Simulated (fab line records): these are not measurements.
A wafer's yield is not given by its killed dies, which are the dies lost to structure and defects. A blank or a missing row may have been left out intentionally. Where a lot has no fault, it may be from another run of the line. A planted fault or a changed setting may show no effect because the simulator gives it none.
What tool caused it?	flow nand_harc	57 wafers from 19 lots sampled at 6 of the route's 1159 steps

== WHAT EACH GAUGE READ, for each wafer ==
The record lacks any reading of a measuring or inspecting step that a usual standard deviation could be used to judge.

== EACH LOT AND THE TOOL THAT RAN IT (in order: tool; ch and the chambers of the sampled wafers; start) ==
lot	NHARC_A_CHANNEL_FILL_D1_ALD_14	NHARC_A_STAIRCASE_TRIM_12	NHARC_A_STAIRCASE_TRIM_220	NHARC_A_STAIRCASE_TRIM_229	NHARC_A_STAIRCASE_ETCH_234	NHARC_A_STAIRCASE_ETCH_452
L074	ald_hk-03 ch 0,1, day 9 03:41	rie_diel-05 ch 1,2, day 11 01:50	rie_diel-02 ch 0,1,2, day 11 09:14	rie_diel-02 ch 0,2,3, day 11 10:17	rie_diel-02 ch 2,3, no start	rie_diel-02 ch 1,2, no start
L076	ald_hk-02 ch 1,2, day 9 12:29	rie_diel-05 ch 1,2,3, day 11 09:20	rie_diel-05 ch 2,3, day 11 16:55	rie_diel-05 ch 1,2, day 11 18:06	rie_diel-05 ch 0,1, no start	rie_diel-11 ch 2,3, no start
L075	ald_hk-03 ch 1,2, day 9 12:29	rie_diel-11 ch 0,2,3, day 11 19:55	rie_diel-11 ch 1,2, day 12 05:05	rie_diel-11 ch 0,1,3, day 12 06:41	rie_diel-11 ch 1,2,3, no start	rie_diel-02 ch 2,3, no start
L077	ald_hk-03 ch 1,2,3, day 9 18:58	rie_diel-05 ch 1,2, day 11 16:29	rie_diel-11 ch 1,3, day 12 01:52	rie_diel-11 ch 1,2,3, day 12 03:33	rie_diel-11 ch 0,3, no start	rie_diel-11 ch 1,3, no start
L078	ald_hk-01 ch 0,1,3, day 9 19:09	rie_diel-11 ch 0,2,3, day 11 16:11	rie_diel-05 ch 1,2,3, day 12 01:41	rie_diel-02 ch 0,1,2, day 12 03:02	rie_diel-02 ch 1,3, no start	rie_diel-05 ch 1,3, no start
L080	ald_hk-03 ch 0,2,3, day 10 01:41	rie_diel-02 ch 0,2,3, day 11 22:53	rie_diel-02 ch 0,2,3, day 12 06:37	rie_diel-05 ch 1,2,3, day 12 07:57	rie_diel-05 ch 0,3, no start	rie_diel-11 ch 0,2, no start
L079	ald_hk-01 ch 2,3, day 10 01:44	rie_diel-05 ch 0,1, day 11 22:49	rie_diel-11 ch 0,3, day 12 07:02	rie_diel-11 ch 0,2, day 12 08:08	rie_diel-11 ch 1,2,3, no start	rie_diel-02 ch 0,1,3, no start
L082	ald_hk-03 ch 1,3, day 10 21:55	rie_diel-02 ch 1,3, day 12 20:23	rie_diel-11 ch 0,2,3, day 13 05:02	rie_diel-02 ch 0,1,2, day 13 06:29	rie_diel-02 ch 0,1,2, no start	rie_diel-05 ch 1,2,3, no start
L083	ald_hk-03 ch 0,3, day 11 04:52	rie_diel-11 ch 2,3, day 13 03:16	rie_diel-11 ch 0,1, day 13 11:53	rie_diel-02 ch 0,2,3, day 13 12:56	rie_diel-02 ch 0,3, no start	rie_diel-11 ch 0,3, no start
L085	ald_hk-03 ch 2,3, day 11 12:17	rie_diel-02 ch 0,1, day 13 09:35	rie_diel-05 ch 2,3, day 13 18:23	rie_diel-05 ch 0,3, day 13 19:46	rie_diel-05 ch 0,2,3, no start	rie_diel-11 ch 0,1,2, no start
L084	ald_hk-01 ch 0,1, day 11 12:20	rie_diel-05 ch 1,3, day 13 09:21	rie_diel-11 ch 0,1,2, day 13 20:50	rie_diel-05 ch 2,3, day 13 22:28	rie_diel-05 ch 2,3, no start	rie_diel-02 ch 0,1, no start
L087	ald_hk-03 ch 0,1,3, day 11 21:31	rie_diel-05 ch 0,2, day 13 18:17	rie_diel-02 ch 0,2,3, day 14 02:35	rie_diel-05 ch 0,3, day 14 03:44	rie_diel-05 ch 0,3, no start	rie_diel-02 ch 0,1, no start
L086	ald_hk-01 ch 0,1,3, day 12 08:41	rie_diel-11 ch 0,2,3, day 14 05:28	rie_diel-11 ch 0,1,2, day 14 17:12	rie_diel-05 ch 1,2,3, day 14 18:58	rie_diel-05 ch 0,1,3, no start	rie_diel-02 ch 0,1,3, no start
L089	ald_hk-02 ch 0,1,2, day 12 14:20	rie_diel-02 ch 2,3, day 14 12:53	rie_diel-11 ch 1,2, day 14 21:54	rie_diel-05 ch 0,1,2, day 14 23:16	rie_diel-05 ch 0,1,2, no start	rie_diel-02 ch 1,2,3, no start
L088	ald_hk-02 ch 0,1,2, day 12 14:35	rie_diel-11 ch 0,1,2, day 14 12:40	rie_diel-11 ch 0,1,2, day 14 22:07	rie_diel-11 ch 0,2, day 14 23:29	rie_diel-11 ch 0,1, no start	rie_diel-02 ch 0,1,3, no start
L092	ald_hk-01 ch 2,3, day 13 03:56	rie_diel-11 ch 0,1, day 14 23:49	rie_diel-11 ch 0,1,2, day 15 08:52	rie_diel-11 ch 0,1,3, day 15 11:17	rie_diel-11 ch 1,3, no start	rie_diel-02 ch 1,2, no start
L091	ald_hk-01 ch 2,3, day 13 04:09	rie_diel-05 ch 0,1,2, day 15 00:40	rie_diel-11 ch 0,1,2, day 15 08:32	rie_diel-11 ch 0,2,3, day 15 10:57	rie_diel-11 ch 2,3, no start	rie_diel-11 ch 1,3, no start
L090	ald_hk-01 ch 0,2,3, day 13 04:22	rie_diel-05 ch 0,2, day 14 23:52	rie_diel-11 ch 0,2, day 15 08:18	rie_diel-11 ch 0,1, day 15 10:06	rie_diel-11 ch 0,1, no start	rie_diel-02 ch 1,3, no start
L097	ald_hk-02 ch 1,2, day 14 23:16	rie_diel-02 ch 2,3, day 16 23:21	rie_diel-05 ch 0,1,2, day 17 06:38	rie_diel-11 ch 0,1, day 17 08:11	rie_diel-11 ch 1,2, no start	rie_diel-02 ch 2,3, no start
- NHARC_A_CHANNEL_FILL_D1_ALD_14: deposits SiO2, target thk 2.5 nm, pulse time 10 s, ald cycles 25.
- NHARC_A_STAIRCASE_TRIM_12: chemistry O2, time 211.2 s.
- NHARC_A_STAIRCASE_TRIM_220: chemistry O2, time 211.2 s.
- NHARC_A_STAIRCASE_TRIM_229: chemistry O2, time 211.2 s.
- NHARC_A_STAIRCASE_ETCH_234: etches the open film in C4F8/O2, target depth 100 nm, time 40.5 s.
- NHARC_A_STAIRCASE_ETCH_452: etches the open film in CF4/O2, target depth 30 nm, overetch 3 nm, time 16.5 s.

== WHAT THE TOOLS THEMSELVES READ (means of the sampled wafers that have a number; where no wafer has one, the mark that the record gives instead) ==
NHARC_A_CHANNEL_FILL_D1_ALD_14.
lot	tool	heater_power_outer_w (W)	heater_power_w (W)	precursor_pulse_height_rel
L074	ald_hk-03	282	468	1.020
L076	ald_hk-02	248	447	1.007
L075	ald_hk-03	302	529	0.997
L077	ald_hk-03	275	500	1.008
L078	ald_hk-01	253	474	0.991
L080	ald_hk-03	262	481	1.008
L079	ald_hk-01	313	526	1.001
L082	ald_hk-03	284	478	0.981
L083	ald_hk-03	248	431	0.992
L085	ald_hk-03	244	468	1.009
L084	ald_hk-01	241	450	0.995
L087	ald_hk-03	264	456	1.009
L086	ald_hk-01	253	466	1.017
L089	ald_hk-02	252	446	1.014
L088	ald_hk-02	248	447	1.014
L092	ald_hk-01	300	516	0.985
L091	ald_hk-01	301	526	1.000
L090	ald_hk-01	273	496	0.979
L097	ald_hk-02	244	449	1.015

NHARC_A_STAIRCASE_TRIM_12.
lot	tool	chamber_pressure_mTorr (mTorr)	drypump_motor_current_A (A)	oes_product_au (a.u.)	rf_vpp_V (V)	showerhead_plenum_p_Torr (Torr)	throttle_valve_pct (%)
L074	rie_diel-05	59.98	5.62	1.004	57.6	3.60	17.036
L076	rie_diel-05	60.01	5.57	1.004	57.8	3.62	17.040
L075	rie_diel-11	59.99	5.82	1.003	57.7	3.47	17.034
L077	rie_diel-05	60.00	5.64	0.998	57.8	3.60	17.035
L078	rie_diel-11	60.01	5.82	1.001	56.8	3.48	17.038
L080	rie_diel-02	60.02	5.54	1.005	56.2	3.39	17.034
L079	rie_diel-05	60.05	5.67	0.996	58.6	3.54	17.028
L082	rie_diel-02	59.98	5.92	1.005	57.9	3.51	17.041
L083	rie_diel-11	59.98	5.77	0.980	56.8	3.47	17.032
L085	rie_diel-02	60.03	5.42	1.006	57.6	3.35	17.034
L084	rie_diel-05	60.02	5.60	1.000	57.7	3.64	17.029
L087	rie_diel-05	59.94	5.59	0.989	57.2	3.45	17.035
L086	rie_diel-11	60.03	5.82	0.999	57.6	3.46	17.039
L089	rie_diel-02	60.05	5.71	1.014	57.4	3.47	17.034
L088	rie_diel-11	59.94	5.92	0.999	57.9	3.35	17.042
L092	rie_diel-11	60.00	5.96	1.004	57.2	3.35	17.031
L091	rie_diel-05	60.02	5.61	0.997	57.5	3.52	17.033
L090	rie_diel-05	59.97	5.56	0.995	57.4	3.44	17.034
L097	rie_diel-02	59.99	5.80	1.005	57.3	3.39	17.030

NHARC_A_STAIRCASE_TRIM_220.
lot	tool	chamber_pressure_mTorr (mTorr)	drypump_motor_current_A (A)	oes_product_au (a.u.)	rf_vpp_V (V)	showerhead_plenum_p_Torr (Torr)	throttle_valve_pct (%)
L074	rie_diel-02	60.00	5.68	1.008	57.9	3.37	17.035
L076	rie_diel-05	59.97	5.52	0.992	58.2	3.61	17.030
L075	rie_diel-11	60.00	5.86	0.995	57.7	3.36	17.033
L077	rie_diel-11	60.10	5.55	0.989	58.2	3.44	17.032
L078	rie_diel-05	60.01	5.57	0.998	58.2	3.62	17.040
L080	rie_diel-02	60.02	5.54	1.005	57.5	3.39	17.042
L079	rie_diel-11	60.05	5.63	0.992	57.2	3.57	17.031
L082	rie_diel-11	59.98	5.83	0.994	57.1	3.47	17.029
L083	rie_diel-11	60.02	5.98	1.000	56.7	3.36	17.035
L085	rie_diel-05	60.00	5.53	0.995	57.8	3.62	17.037
L084	rie_diel-11	59.98	5.90	1.006	58.1	3.35	17.036
L087	rie_diel-02	59.98	5.53	1.009	57.3	3.38	17.030
L086	rie_diel-11	60.05	5.90	1.000	57.4	3.35	17.039
L089	rie_diel-11	59.95	5.72	0.991	57.9	3.33	17.027
L088	rie_diel-11	59.98	5.91	1.004	58.3	3.35	17.044
L092	rie_diel-11	60.01	5.89	1.004	56.4	3.35	17.037
L091	rie_diel-11	60.06	5.91	0.997	58.0	3.35	17.038
L090	rie_diel-11	60.01	6.01	0.997	57.0	3.36	17.041
L097	rie_diel-05	60.00	5.60	0.998	57.1	3.51	17.043

NHARC_A_STAIRCASE_TRIM_229.
lot	tool	chamber_pressure_mTorr (mTorr)	drypump_motor_current_A (A)	oes_product_au (a.u.)	rf_vpp_V (V)	showerhead_plenum_p_Torr (Torr)	throttle_valve_pct (%)
L074	rie_diel-02	59.96	5.54	1.007	57.2	3.40	17.034
L076	rie_diel-05	60.04	5.63	1.007	57.8	3.60	17.032
L075	rie_diel-11	60.00	5.72	0.994	57.7	3.46	17.033
L077	rie_diel-11	59.97	5.66	0.992	57.7	3.46	17.043
L078	rie_diel-02	59.96	5.65	1.006	57.9	3.37	17.028
L080	rie_diel-05	59.98	5.58	1.004	57.4	3.62	17.043
L079	rie_diel-11	59.99	6.03	1.002	56.5	3.37	17.038
L082	rie_diel-02	60.01	5.67	1.006	57.8	3.36	17.043
L083	rie_diel-02	60.03	5.55	0.998	57.5	3.39	17.036
L085	rie_diel-05	59.99	5.58	1.002	58.3	3.56	17.030
L084	rie_diel-05	59.97	5.52	1.003	57.9	3.60	17.044
L087	rie_diel-05	59.95	5.60	0.987	57.8	3.47	17.040
L086	rie_diel-05	60.00	5.59	0.997	58.2	3.61	17.045
L089	rie_diel-05	60.02	5.61	0.996	58.2	3.52	17.038
L088	rie_diel-11	60.00	6.07	1.006	58.1	3.36	17.044
L092	rie_diel-11	59.96	5.71	1.001	56.3	3.44	17.031
L091	rie_diel-11	60.01	5.81	1.005	57.5	3.46	17.035
L090	rie_diel-11	59.98	5.80	0.998	57.1	3.33	17.027
L097	rie_diel-11	60.01	5.79	1.013	56.8	3.32	17.034

NHARC_A_STAIRCASE_ETCH_234.
lot	tool	chamber_pressure_mTorr (mTorr)	oes_product_au (a.u.)	rf_vpp_V (V)
L074	rie_diel-02	25.011	0.962	891
L076	rie_diel-05	25.010	0.952	896
L075	rie_diel-11	25.016	0.934	893
L077	rie_diel-11	24.998	0.947	893
L078	rie_diel-02	25.000	0.950	896
L080	rie_diel-05	25.012	0.940	898
L079	rie_diel-11	24.982	0.930	894
L082	rie_diel-02	24.996	0.935	889
L083	rie_diel-02	24.991	0.949	889
L085	rie_diel-05	25.001	0.928	896
L084	rie_diel-05	25.005	0.935	899
L087	rie_diel-05	24.996	0.936	897
L086	rie_diel-05	25.003	0.947	896
L089	rie_diel-05	25.009	0.940	895
L088	rie_diel-11	25.006	0.937	889
L092	rie_diel-11	24.994	0.932	896
L091	rie_diel-11	24.997	0.924	893
L090	rie_diel-11	25.011	0.929	890
L097	rie_diel-11	24.979	0.947	888

NHARC_A_STAIRCASE_ETCH_452.
lot	tool	chamber_pressure_mTorr (mTorr)	drypump_motor_current_A (A)	oes_ar_750_au (a.u.)	oes_o_777_au (a.u.)	oes_product_au (a.u.)	rf_vpp_V (V)	showerhead_plenum_p_Torr (Torr)	throttle_valve_pct (%)
L074	rie_diel-02	29.964	6.0	0.999	1.005	1.006	197.0	1.30	13.400
L076	rie_diel-11	29.981	5.6	1.001	0.999	0.999	198.6	1.35	13.403
L075	rie_diel-02	29.992	5.7	1.005	1.001	1.012	196.4	1.29	13.399
L077	rie_diel-11	29.973	5.5	0.998	1.000	0.987	198.4	1.35	13.404
L078	rie_diel-05	30.010	5.6	0.999	1.003	0.994	199.2	1.38	13.405
L080	rie_diel-11	29.979	6.0	0.994	1.000	0.997	195.7	1.27	13.402
L079	rie_diel-02	30.006	5.6	0.997	1.003	1.001	196.4	1.30	13.398
L082	rie_diel-05	29.991	5.6	0.997	1.000	1.002	199.2	1.37	13.393
L083	rie_diel-11	29.987	5.9	1.002	1.002	1.004	196.2	1.31	13.409
L085	rie_diel-11	29.995	5.9	1.000	1.004	1.002	195.8	1.26	13.396
L084	rie_diel-02	29.979	5.7	0.997	1.000	1.014	197.0	1.29	13.392
L087	rie_diel-02	30.024	5.7	0.997	0.994	1.009	197.1	1.29	13.395
L086	rie_diel-02	29.994	5.6	0.998	1.004	1.014	199.0	1.37	13.399
L089	rie_diel-02	30.020	5.8	0.999	0.999	0.999	197.4	1.30	13.408
L088	rie_diel-02	29.978	5.6	0.998	0.999	1.002	198.2	1.37	13.407
L092	rie_diel-02	30.014	5.9	0.996	0.995	0.999	196.6	1.27	13.393
L091	rie_diel-11	30.002	5.5	1.000	1.001	0.990	198.7	1.34	13.395
L090	rie_diel-02	30.000	5.9	1.000	1.002	1.001	197.2	1.32	13.395
L097	rie_diel-02	29.962	5.8	1.000	1.001	1.004	197.0	1.28	13.400

== THE ANSWER, worked out from the rows above alone ==
Rule: the usual values come from the lots themselves. The widest of any qualifying gaps counts: lots, ordered by their means at a reading, are off when they make up no more than a third of the lots, leave a main group of 4 or more, and stand apart from it by 3 or more times the standard deviation of that group's means. A main group is skipped when, at the precision printed for the reading in the tables above, its means are all equal. A lot without any number at a reading at which 4 lots or more have one is off too. Any other lot the step has rows for is counted as sound. After the gauges, taken in route order, come the tools' own readings; for these a lot's mean is taken, as printed above. The first step at which some lot is off is used, and at that step the reading that is off furthest; a lot without a number counts as furthest.
Nothing can be told from this: no lot is off at any reading shown.

== WHAT HAD BEEN PUT IN BY THE SIMULATOR ==
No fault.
